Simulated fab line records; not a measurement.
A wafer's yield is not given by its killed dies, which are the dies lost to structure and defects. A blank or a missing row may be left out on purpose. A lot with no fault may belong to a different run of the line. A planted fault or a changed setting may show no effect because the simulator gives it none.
Comparing a struck lot with a sound one | flow nand-harc | 18 out of 1302 route steps
Sound: these wafers, L773.2, L773.3, L773.4. Wafers L784.1, L784.2, L784.3 were the ones struck. Last of all comes the cause.
Per side, at each step with rows, come the tool, then ch with its chambers, and then its first start. Under that, the readings that differ: sound wafers | struck wafers | difference of the means | sigmas: that difference in standard deviations of wafers without a fault.
alike: readings with means less than 2 such deviations apart, plus words and numbers identical on both sides. not compared: withheld readings, readings lacking a value on some wafer, bounds such as >300 that could conceal the same value, and numbers that have no deviation in the record and whose values overlap.
Wherever a step has rows on one side only, a row that says differs or no value, or a row with sigmas, the two part there. Numbers that don't overlap but have no deviation are shown without sigmas and don't part them. A reading that every wafer of one side lacks parts them only if that side has two wafers or more.

first, 1 step without rows for these wafers: NHARC_P_ZERO_WELL_HARDBAKE_12 (time 65 s).
NHARC_P_ZERO_WELL_DESCUM_13: chemistry O2, time 3 s.
  sound on rie-diel-02 ch 1,2,3, day 1 21:24; struck on rie-diel-11 ch 0,2,3, day 6 11:16
  reading                | sound    | struck   | difference | sigmas
  rf-hours-counter-h (h) | 40 42 41 | 14 18 14 | -26        |
  alike: drypump-motor-current-A, oes-product-au, rf-vpp-V, showerhead-plenum-p-Torr, throttle-valve-pct
NHARC_P_ZERO_WELL_ETCH_65: etches the open film in N2/H2, target depth 80 nm, overetch 24 nm, time 87.88 s.
  sound on rie-diel-02 ch 0,1,2, day 1 21:28; struck on rie-diel-11 ch 0,2,3, day 6 11:23
  reading                | sound    | struck   | difference | sigmas
  rf-hours-counter-h (h) | 35 42 41 | 15 14 18 | -24        |
  alike: bias-w, drypump-motor-current-A, h2-flow-sccm, oes-product-au, rf-vpp-V, showerhead-plenum-p-Torr, throttle-valve-pct
NHARC_P_ZERO_WELL_ETCH_62: etches the open film in CHF3/Ar, target depth 13 nm, time 6.5 s.
  sound on rie-diel-02 ch 0,1,3; struck on rie-diel-11 ch 0,1,2
  reading                | sound    | struck   | difference | sigmas
  rf-hours-counter-h (h) | 35 40 41 | 14 18 18 | -22        |
  alike: bias-w, drypump-motor-current-A, oes-product-au, rf-vpp-V, showerhead-plenum-p-Torr, throttle-valve-pct
NHARC_P_ZERO_WELL_ETCH_63: etches the open film in HBr/Cl2, target depth 120 nm, time 40.1 s.
  sound on rie-si-02 ch 0,1,3, day 1 21:39; struck on rie-si-02 ch 0,2,3, day 6 11:49
  reading                | sound          | struck         | difference | sigmas
  rf-hours-counter-h (h) | 0.61 0.48 0.56 | 0.14 0.15 0.16 | -0.40      |
  alike: bias-w, drypump-motor-current-A, he-backside-leak-sccm, oes-product-au, throttle-valve-pct
then, 7 steps without rows for these wafers: NHARC_P_ZERO_WELL_STRIP_15 (strips in SPM, time 900 s); NHARC_P_ZERO_WELL_DEHYDRATE_16 (time 120 s); NHARC_P_ZERO_WELL_HMDS_17 (time 30 s); NHARC_P_ZERO_WELL_COAT_18; NHARC_P_ZERO_WELL_SOFTBAKE_19 (time 95 s); NHARC_P_ZERO_WELL_EBR_20; NHARC_P_ZERO_WELL_EXPOSE_21 (exposes mask P NWELL, target cd 720 nm).
NHARC_P_ZERO_WELL_PEB_22: peb time 85 s.
  sound on litho-track-02 ch 0, day 1 22:22; struck on litho-track-02 ch 0, day 6 12:40
  reading                  | sound                | struck               | difference | sigmas
  heater-power-total-W (W) | 163.57 163.60 163.61 | 155.73 155.96 155.87 | -7.74      | -29
  plate-temp-C (C)         | 117.94 117.78 118.11 | 113.54 113.81 113.65 | -4.28      | -33
  alike: chill-plate-temp-C
then, 1 step without rows for these wafers: NHARC_P_ZERO_WELL_DEVELOP_23 (time 70 s).
NHARC_P_ZERO_WELL_CD_MEAS_24: target cd 720 nm.
  sound on cd-sem-02 ch 0, day 1 22:28; struck on cd-sem-02 ch 0, day 6 12:45
  reading    | sound             | struck            | difference | sigmas
  cd-nm (nm) | 716.6 720.9 718.7 | 710.8 712.8 711.4 | -7.1       | -4
then, 1 step without rows for these wafers: NHARC_P_ZERO_WELL_HARDBAKE_25 (time 80 s).
NHARC_P_ZERO_WELL_DESCUM_26: chemistry O2, time 3 s.
  sound on rie-diel-11 ch 0,2,3, day 1 22:38; struck on rie-diel-02 ch 0,1,2, day 6 12:55
  reading                      | sound           | struck          | difference | sigmas
  rf-hours-counter-h (h)       | 42 38 32        | 23 25 20        | -15        |
  model.P_ZERO_WELL.cd-nm (nm) | 716.1 720 719.1 | 710.4 713 711.5 | -6.8       |
  alike: drypump-motor-current-A, oes-product-au, rf-vpp-V, showerhead-plenum-p-Torr, throttle-valve-pct
after that, 1 step had no rows for these wafers: NHARC_P_ZERO_WELL_IMPLANT_27.

WHERE THEY PART
At NHARC_P_ZERO_WELL_PEB_22 first; at NHARC_P_ZERO_WELL_CD_MEAS_24 last (within this record only). Later steps at which nothing parts them and some readings are alike: NHARC_P_ZERO_WELL_DESCUM_26.

WHY: whatever the simulator had introduced
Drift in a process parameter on litho-track-02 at NHARC_P_ZERO_WELL_PEB_22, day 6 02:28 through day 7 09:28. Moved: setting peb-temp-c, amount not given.
